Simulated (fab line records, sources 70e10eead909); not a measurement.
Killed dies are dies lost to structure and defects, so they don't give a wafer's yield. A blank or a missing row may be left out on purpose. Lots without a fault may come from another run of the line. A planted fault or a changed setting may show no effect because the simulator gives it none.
Which tool did it? | flow nand_harc | 12 lots, 36 wafers sampled, at 1 step of a route of 1159

WHAT THE GAUGES READ, wafer by wafer
NHARC_P_M2_THK_MEAS_24: measures by xrf.
lot  | measured     | on            | thk_nm (nm)
L074 | day 6 13:19  | film_metro-01 | 145.5 144.4 145.5
L076 | day 7 01:49  | film_metro-02 | 143.0 146.1 142.6
L079 | day 7 18:59  | film_metro-02 | 145.2 144.7 144.2
L082 | day 8 08:29  | film_metro-02 | 145.3 145.2 146.2
L083 | day 8 14:10  | film_metro-01 | 144.7 144.2 144.6
L085 | day 9 13:39  | film_metro-02 | 143.1 144.5 143.6
L087 | day 9 14:27  | film_metro-01 | 143.2 144.2 145.0
L089 | day 10 04:50 | film_metro-01 | 144.9 144.3 146.5
L091 | day 10 11:29 | film_metro-01 | 144.7 145.3 147.5
L093 | day 10 22:19 | film_metro-02 | 144.3 146.0 146.5
L094 | day 11 11:55 | film_metro-02 | 144.3 143.6 147.4
L096 | day 12 00:32 | film_metro-01 | 145.6 146.5 143.2

WHICH TOOL RAN EACH LOT (tool, then ch and the chambers of the sampled wafers, then the start)
The record holds no process step before these readings.

THE ANSWER, worked out from the rows above alone
Rule: what is usual is taken from the lots themselves. Put in order of their means at a reading, lots are off if they are a third of the lots or fewer, leave a main group of 4 or more, and stand apart from it by a gap of 3 or more times the standard deviation of the main group's means; of several such gaps the widest counts. A main group whose means are all the same, to the digits that the tables above print for the reading, isn't used. A lot without any number at a reading at which 4 lots or more have one is off too. The other lots that the step has rows for count as sound.
No lot is off at any reading shown: from this, nothing can be told.

WHAT THE SIMULATOR HAD PUT IN
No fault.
